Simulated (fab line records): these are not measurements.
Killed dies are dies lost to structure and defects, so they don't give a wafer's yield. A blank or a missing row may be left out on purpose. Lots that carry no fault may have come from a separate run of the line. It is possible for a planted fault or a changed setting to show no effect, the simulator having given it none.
Which of the tools did it? | flow nand harc | 33 wafers from 11 lots sampled at 3 of the route's 1159 steps

WHAT THE GAUGES READ, wafer by wafer
NHARC_THIN_TSV_CD_MEAS_12 targets a cd of 1000 nm.
lot  | measured     | on        | cd nm (nm)
L236 | day 19 08:53 | cd sem-03 | 1000.4 1002.7 1001.3
L234 | day 19 12:53 | cd sem-02 | 998.1 1002.2 1001.5
L238 | day 19 20:17 | cd sem-03 | 999.1 1002.5 1003.8
L237 | day 19 21:29 | cd sem-02 | 1001.9 1001.0 1002.5
L242 | day 21 06:40 | cd sem-03 | 999.6 997.1 1000.7
L245 | day 21 09:09 | cd sem-02 | 997.3 1000.4 999.6
L244 | day 21 10:31 | cd sem-03 | 1002.1 1001.7 999.4
L247 | day 21 22:56 | cd sem-03 | 998.2 999.9 1000.1
L246 | day 22 04:29 | cd sem-02 | 993.2 992.8 992.3
L250 | day 22 21:50 | cd sem-01 | 992.8 991.5 989.9
L252 | day 23 05:55 | cd sem-03 | 1004.5 1002.4 1005.7

WHAT TOOL EACH LOT RAN ON (gives the tool, then ch and the chambers of the sampled wafers, and finally the start)
lot  | NHARC_THIN_TSV_CMP_01         | NHARC_THIN_TSV_EXPOSE_09
L236 | cmp-03 ch 0,1,3, day 19 07:40 | krf scanner-01 ch 0, day 19 08:43
L234 | cmp-02 ch 1,3, day 19 11:44   | krf scanner-01 ch 0, day 19 12:44
L238 | cmp-02 ch 0,2, day 19 18:59   | krf scanner-02 ch 0, day 19 20:08
L237 | cmp-01 ch 1,2,3, day 19 20:14 | krf scanner-01 ch 0, day 19 21:20
L242 | cmp-01 ch 1,2, day 21 05:21   | krf scanner-04 ch 0, day 21 06:31
L245 | cmp-01 ch 1,2,3, day 21 08:01 | krf scanner-04 ch 0, day 21 08:59
L244 | cmp-01 ch 0,1,3, day 21 09:10 | krf scanner-02 ch 0, day 21 10:21
L247 | cmp-01 ch 1,2,3, day 21 21:40 | krf scanner-04 ch 0, day 21 22:47
L246 | cmp-02 ch 1,2, day 22 03:17   | krf scanner-04 ch 0, day 22 04:20
L250 | cmp-03 ch 0,3, day 22 20:30   | krf scanner-04 ch 0, day 22 21:41
L252 | cmp-03 ch 2,3, day 23 04:43   | krf scanner-01 ch 0, day 23 05:46
- NHARC_THIN_TSV_CMP_01: polishes.
- NHARC_THIN_TSV_EXPOSE_09: exposes mask TSV.

THE ANSWER, worked out from the rows above alone
Rule: usual is defined by the lots themselves. The widest of any qualifying gaps counts: lots, ordered by their means at a reading, are off when they make up no more than a third of the lots, leave a main group of 4 or more, and stand apart from it by 3 or more times the standard deviation of that group's means. Not used: any main group whose means are identical at the precision the tables above print for the reading. Also off: a lot with no number at a reading for which 4 or more lots have one. Any other lot the step has rows for is counted as sound.
Off: L246, L250 (NHARC_THIN_TSV_CD_MEAS_12, cd nm). Main group: mean 1001.0 nm, sd 1.5.
If a tool, at a process step before that reading, ran all the lots that are off and no sound lot after the first of them, it fits. Those tools and the gauges at NHARC_THIN_TSV_CD_MEAS_12 are tried in the same way. One candidate fits, namely krf scanner-04 at NHARC_THIN_TSV_EXPOSE_09. Its last sound lot is L247 (day 21 22:47), its first lot that is off L246 (day 22 04:20): a fault that began between those two fits.

WHAT THE SIMULATOR HAD PUT IN
Drift in process parameters on krf scanner-04 at NHARC_THIN_TSV_EXPOSE_09, starting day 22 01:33. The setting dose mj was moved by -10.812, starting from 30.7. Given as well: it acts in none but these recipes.
Struck lots among those shown: L246, L250. The same result came from the rule above.
